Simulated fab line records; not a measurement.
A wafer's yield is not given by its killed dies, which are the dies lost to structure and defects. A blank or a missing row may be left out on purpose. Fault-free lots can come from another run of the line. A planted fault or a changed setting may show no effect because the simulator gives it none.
Which tool is to blame? / flow nand-harc / Sampling: 24 lots, 72 wafers, 2 of 1302 route steps

## WHAT THE GAUGES READ, wafer by wafer
NHARC_A_ONON_D2_THK_MEAS_02: measures by ellipsometry.
lot=L074; measured=day 12 06:02; on=film-metro-01; thk-nm (nm)=1001 1002 1001
lot=L075; measured=day 12 20:23; on=film-metro-01; thk-nm (nm)=1013 1011 1011
lot=L076; measured=day 13 06:40; on=film-metro-02; thk-nm (nm)=976 977 978
lot=L078; measured=day 13 21:20; on=film-metro-02; thk-nm (nm)=1000 998 1001
lot=L077; measured=day 13 21:19; on=film-metro-02; thk-nm (nm)=990 991 990
lot=L079; measured=day 14 05:05; on=film-metro-01; thk-nm (nm)=1008 1009 1009
lot=L080; measured=day 14 20:07; on=film-metro-02; thk-nm (nm)=1003 1003 1002
lot=L081; measured=day 15 17:19; on=film-metro-01; thk-nm (nm)=999 1003 1001
lot=L082; measured=day 15 17:20; on=film-metro-01; thk-nm (nm)=987 988 989
lot=L084; measured=day 16 11:09; on=film-metro-01; thk-nm (nm)=1003 1004 1004
lot=L083; measured=day 16 14:12; on=film-metro-01; thk-nm (nm)=1003 1002 1002
lot=L085; measured=day 17 00:16; on=film-metro-01; thk-nm (nm)=1016 1016 1014
lot=L086; measured=day 17 07:03; on=film-metro-01; thk-nm (nm)=998 995 995
lot=L088; measured=day 18 09:25; on=film-metro-01; thk-nm (nm)=997 998 998
lot=L087; measured=day 18 09:25; on=film-metro-02; thk-nm (nm)=996 998 996
lot=L089; measured=day 18 23:52; on=film-metro-02; thk-nm (nm)=1002 1000 1000
lot=L090; measured=day 19 02:38; on=film-metro-02; thk-nm (nm)=1005 1007 1007
lot=L091; measured=day 19 02:40; on=film-metro-01; thk-nm (nm)=992 992 989
lot=L092; measured=day 19 20:15; on=film-metro-01; thk-nm (nm)=1013 1012 1013
lot=L093; measured=day 20 06:11; on=film-metro-02; thk-nm (nm)=994 996 995
lot=L094; measured=day 20 12:16; on=film-metro-02; thk-nm (nm)=1013 1011 1013
lot=L096; measured=day 21 07:05; on=film-metro-01; thk-nm (nm)=1002 1006 1002
lot=L095; measured=day 21 07:06; on=film-metro-02; thk-nm (nm)=1005 1003 1003
lot=L097; measured=day 22 07:47; on=film-metro-01; thk-nm (nm)=1000 999 1000

## WHICH TOOL RAN EACH LOT (tool, then ch and the chambers of the sampled wafers, then the start)
lot=L074; NHARC_A_DECK1_JOINT_CMP_02=cmp-03 ch 2,3, day 12 04:47
lot=L075; NHARC_A_DECK1_JOINT_CMP_02=cmp-04 ch 0,3, day 12 19:06
lot=L076; NHARC_A_DECK1_JOINT_CMP_02=cmp-03 ch 1,3, day 13 05:25
lot=L078; NHARC_A_DECK1_JOINT_CMP_02=cmp-02 ch 1,2,3, day 13 20:02
lot=L077; NHARC_A_DECK1_JOINT_CMP_02=cmp-03 ch 2,3, day 13 20:04
lot=L079; NHARC_A_DECK1_JOINT_CMP_02=cmp-03 ch 1,2, day 14 03:49
lot=L080; NHARC_A_DECK1_JOINT_CMP_02=cmp-02 ch 0,2,3, day 14 18:54
lot=L081; NHARC_A_DECK1_JOINT_CMP_02=cmp-02 ch 0,2,3, day 15 16:03
lot=L082; NHARC_A_DECK1_JOINT_CMP_02=cmp-04 ch 1,2, day 15 16:04
lot=L084; NHARC_A_DECK1_JOINT_CMP_02=cmp-02 ch 0,2, day 16 09:52
lot=L083; NHARC_A_DECK1_JOINT_CMP_02=cmp-03 ch 1,2,3, day 16 12:58
lot=L085; NHARC_A_DECK1_JOINT_CMP_02=cmp-04 ch 0,1, day 16 23:01
lot=L086; NHARC_A_DECK1_JOINT_CMP_02=cmp-03 ch 0,1,3, day 17 05:49
lot=L088; NHARC_A_DECK1_JOINT_CMP_02=cmp-02 ch 0,1,2, day 18 08:08
lot=L087; NHARC_A_DECK1_JOINT_CMP_02=cmp-03 ch 1,2,3, day 18 08:08
lot=L089; NHARC_A_DECK1_JOINT_CMP_02=cmp-03 ch 0,1, day 18 22:35
lot=L090; NHARC_A_DECK1_JOINT_CMP_02=cmp-04 ch 1,2, day 19 01:22
lot=L091; NHARC_A_DECK1_JOINT_CMP_02=cmp-03 ch 1,2,3, day 19 01:22
lot=L092; NHARC_A_DECK1_JOINT_CMP_02=cmp-04 ch 0,1, day 19 18:58
lot=L093; NHARC_A_DECK1_JOINT_CMP_02=cmp-03 ch 0,1,2, day 20 04:55
lot=L094; NHARC_A_DECK1_JOINT_CMP_02=cmp-02 ch 1,2,3, day 20 10:59
lot=L096; NHARC_A_DECK1_JOINT_CMP_02=cmp-03 ch 1,2, day 21 05:49
lot=L095; NHARC_A_DECK1_JOINT_CMP_02=cmp-02 ch 1,3, day 21 05:50
lot=L097; NHARC_A_DECK1_JOINT_CMP_02=cmp-03 ch 0,1,2, day 22 06:33
- NHARC_A_DECK1_JOINT_CMP_02: polishes SiOx.

## AS READ BY THE TOOLS THEMSELVES (means over the sampled wafers that have a number; for cases with no such wafer, the mark the record gives instead)
NHARC_A_DECK1_JOINT_CMP_02.
lot=L074; tool=cmp-03; motor-current-A (A)=10.8
lot=L075; tool=cmp-04; motor-current-A (A)=12.8
lot=L076; tool=cmp-03; motor-current-A (A)=11.2
lot=L078; tool=cmp-02; motor-current-A (A)=12.4
lot=L077; tool=cmp-03; motor-current-A (A)=10.8
lot=L079; tool=cmp-03; motor-current-A (A)=12.4
lot=L080; tool=cmp-02; motor-current-A (A)=12.2
lot=L081; tool=cmp-02; motor-current-A (A)=12.0
lot=L082; tool=cmp-04; motor-current-A (A)=11.4
lot=L084; tool=cmp-02; motor-current-A (A)=11.8
lot=L083; tool=cmp-03; motor-current-A (A)=11.7
lot=L085; tool=cmp-04; motor-current-A (A)=11.6
lot=L086; tool=cmp-03; motor-current-A (A)=12.6
lot=L088; tool=cmp-02; motor-current-A (A)=12.6
lot=L087; tool=cmp-03; motor-current-A (A)=11.4
lot=L089; tool=cmp-03; motor-current-A (A)=13.5
lot=L090; tool=cmp-04; motor-current-A (A)=11.3
lot=L091; tool=cmp-03; motor-current-A (A)=11.8
lot=L092; tool=cmp-04; motor-current-A (A)=11.1
lot=L093; tool=cmp-03; motor-current-A (A)=12.6
lot=L094; tool=cmp-02; motor-current-A (A)=12.3
lot=L096; tool=cmp-03; motor-current-A (A)=11.8
lot=L095; tool=cmp-02; motor-current-A (A)=13.0
lot=L097; tool=cmp-03; motor-current-A (A)=12.4

## THE ANSWER, worked out from the rows above alone
Rule: the lots themselves supply what counts as usual. Put in order of their means at a reading, lots are off if they are a third of the lots or fewer, leave a main group of 4 or more, and stand apart from it by a gap of 3 or more times the standard deviation of the main group's means; of several such gaps the widest counts. The tables above print the reading to a certain number of digits; a main group whose means all agree to those digits is not used. Also off: a lot with no number at a reading for which 4 or more lots have one. The other lots that the step has rows for count as sound. Order of review: gauges by route order, followed by the tools' own readings, for which a lot's mean as printed above is used. At the first step where some lot is off, the reading lying furthest off is the one used; lots without a number count as furthest.
No lot is off on any of the readings shown, so nothing can be concluded from this.

## WHAT THE SIMULATOR PUT IN
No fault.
